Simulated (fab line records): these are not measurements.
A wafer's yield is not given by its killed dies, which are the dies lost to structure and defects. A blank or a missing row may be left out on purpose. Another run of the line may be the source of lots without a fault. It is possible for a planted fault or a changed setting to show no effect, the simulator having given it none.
Matching of chambers	flow nand_harc	pecvd-03 running NHARC_A_CONTACT_DEP_58: 3 sister chambers
The step deposits SiON, target thk 90 nm. 22 wafers are shown with their chamber, then 11 later ones without.

== EACH WAFER AND ITS CHAMBER ==
wafer	chamber	heater_power_w (W)	susceptor_temp_C (C)
L075.1	2	774	400.20
L075.2	1	670	399.87
L075.6	2	752	399.82
L078.2	0	613	400.22
L078.3	2	634	400.16
L078.4	1	731	399.68
L081.1	0	636	399.86
L081.5	1	644	399.82
L081.6	0	647	400.34
L082.1	0	577	399.63
L082.4	0	583	399.80
L082.6	2	739	400.01
L085.2	2	705	399.92
L085.4	1	795	400.39
L085.5	2	717	399.85
L083.2	2	779	399.71
L083.3	1	668	400.20
L083.4	1	684	399.93
L086.1	0	540	399.85
L086.5	2	756	400.31
L086.6	1	784	400.29
L087.1	2	794	400.16

SIGNATURES (averages over the wafers above)
reading	chamber 0	chamber 1	chamber 2	scatter within a chamber
heater_power_w	599.33	710.86	738.89	50.6
susceptor_temp_C	399.9500	400.0257	400.0156	0.244
Rule: a wafer lies at a distance from a chamber equal to the root of the sum of squares, over the readings, of (its reading less the chamber's mean, divided by the reading's scatter). If the next closest chamber is less than 2 further off than the closest, the wafer can't be placed; otherwise it belongs to the closest. The scatter: the root of (the sum of the squares of (reading less its chamber's mean) over the shown wafers, divided by (wafers less chambers)).

== WAFERS MISSING THEIR CHAMBER ==
wafer	heater_power_w (W)	susceptor_temp_C (C)
L087.3	622	400.14
L087.5	771	399.83
L090.1	755	400.01
L090.4	765	400.30
L090.5	742	400.02
L095.1	798	400.03
L095.3	765	400.14
L095.4	791	400.24
L096.1	784	400.04
L096.3	649	400.12
L096.6	517	399.73

== EACH ONE'S CHAMBER ==
wafer	from the rows above	in truth
L087.3	can't be placed: 0 or 1 or 2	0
L087.5	can't be placed: 2 or 1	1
L090.1	can't be placed: 2 or 1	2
L090.4	can't be placed: 2 or 1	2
L090.5	can't be placed: 2 or 1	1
L095.1	can't be placed: 2 or 1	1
L095.3	can't be placed: 2 or 1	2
L095.4	can't be placed: 2 or 1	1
L096.1	can't be placed: 2 or 1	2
L096.3	can't be placed: 0 or 1 or 2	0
L096.6	0	0
Placed correctly: 1 of 11. Can't be placed from these rows: 10 (the true chamber is among the candidates in 10). Placed wrongly: 0.
